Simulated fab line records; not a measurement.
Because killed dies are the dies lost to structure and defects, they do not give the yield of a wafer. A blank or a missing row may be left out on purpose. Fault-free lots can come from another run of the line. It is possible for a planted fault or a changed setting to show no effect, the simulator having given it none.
3 desks looking at one fault | flow n5Finfet | only its own numbers are on each desk; what lay behind them is given at the end

== THE DEFECT DESK ==
Lot by lot, what the route's inspections counted, given as the mean of those sampled wafers with a number. Any lot whose mean is over 4 standard deviations away from the usual mean is out of limits and marked OUT; that distance is given in the brackets.
Columns: A = rawDefectCount at N5_BEOL_M15_INSPECT_12, usual 1.9
lot  | first seen here | A
L622 | day 12 06:50    | 2.0
L628 | day 14 09:44    | 3.7
L637 | day 15 21:56    | 0.5
L640 | day 16 20:21    | 1.7
L641 | day 16 20:42    | 1.3
This desk's verdict: no lot among the 5 shows anything out of limits.

== FOR THE TOOL OWNER'S DESK: rieDiel-01 ==
The tool's own readings at N5_BEOL_M15_ETCH_59 (etches BARC in N2/H2, target depth 89 nm, overetch 26.7 nm, time 67.9 s): means of the sampled wafers that have a number, for each lot that ran on this tool. Any lot whose mean is over 4 standard deviations away from the usual mean is out of limits and marked OUT; that distance is given in the brackets. Readings shown: 7 out of 8 (the first out of limits, and those lying furthest out on some lot).
Columns: A = drypumpMotorCurrentA at N5_BEOL_M15_ETCH_59, usual 6.0 A; B = h2FlowSccm at N5_BEOL_M15_ETCH_59, usual 200.0 sccm; C = n2FlowSccm at N5_BEOL_M15_ETCH_59, usual 200.1 sccm; D = oesProductAu at N5_BEOL_M15_ETCH_59, usual 0.66 a.u.; E = rfVppV at N5_BEOL_M15_ETCH_59, usual 524.2 V; F = runLengthS at N5_BEOL_M15_ETCH_59, usual 91.1 s; G = throttleValvePct at N5_BEOL_M15_ETCH_59, usual 17.97 %
lot  | first seen here | A   | B     | C     | D    | E     | F              | G
L628 | day 14 09:49    | 6.2 | 200.4 | 200.4 | 0.67 | 524.1 | 90.9           | 17.73
L637 | day 15 22:48    | 6.2 | 200.6 | 200.1 | 0.64 | 523.9 | 95.2 (+10) OUT | 17.73
This desk finds L637 out of limits, L637 being first, at day 15 22:48 (runLengthS at N5_BEOL_M15_ETCH_59). Within limits: L628.

== METROLOGY DESK ==
What the gauges read, lot by lot, whatever tool the lot ran on: means of the sampled wafers that have a number. Any lot whose mean is over 4 standard deviations away from the usual mean is out of limits and marked OUT; that distance is given in the brackets.
Columns: A = cdNm at N5_BEOL_M15_CD_MEAS_10, usual 361.0 nm; B = V14_OVL at N5_BEOL_M15_OVL_MEAS_11, usual 3 nm
lot  | first seen here | A     | B
L622 | day 12 06:46    | 360.6 | 3
L628 | day 14 09:41    | 361.1 | 0
L637 | day 15 21:52    | 359.5 | 4
L640 | day 16 20:18    | 361.6 | 8
L641 | day 16 20:39    | 363.7 | 2
This desk's verdict: no lot among the 5 shows anything out of limits.

== TAKEN TOGETHER ==
The tool owner's desk had the chance to raise an alarm at day 15 22:48 on L637.
No out-of-limits result turned up at the defect desk.
Nothing out of limits was seen by the metrology desk.
The defect desk has L637 on record, within its limits.
The metrology desk has L637 on record, within its limits.
N5_BEOL_M15_ETCH_59 was run on rieDiel-01 by each of the lots named.

== WHAT WAS PUT IN BY THE SIMULATOR ==
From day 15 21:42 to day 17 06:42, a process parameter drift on rieDiel-01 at N5_BEOL_M15_ETCH_59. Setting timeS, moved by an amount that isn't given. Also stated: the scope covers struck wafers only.
Struck lots among those shown: L637.
Time in hours from fault onset to the first out-of-limits reading at each desk: the tool owner's desk, 1.
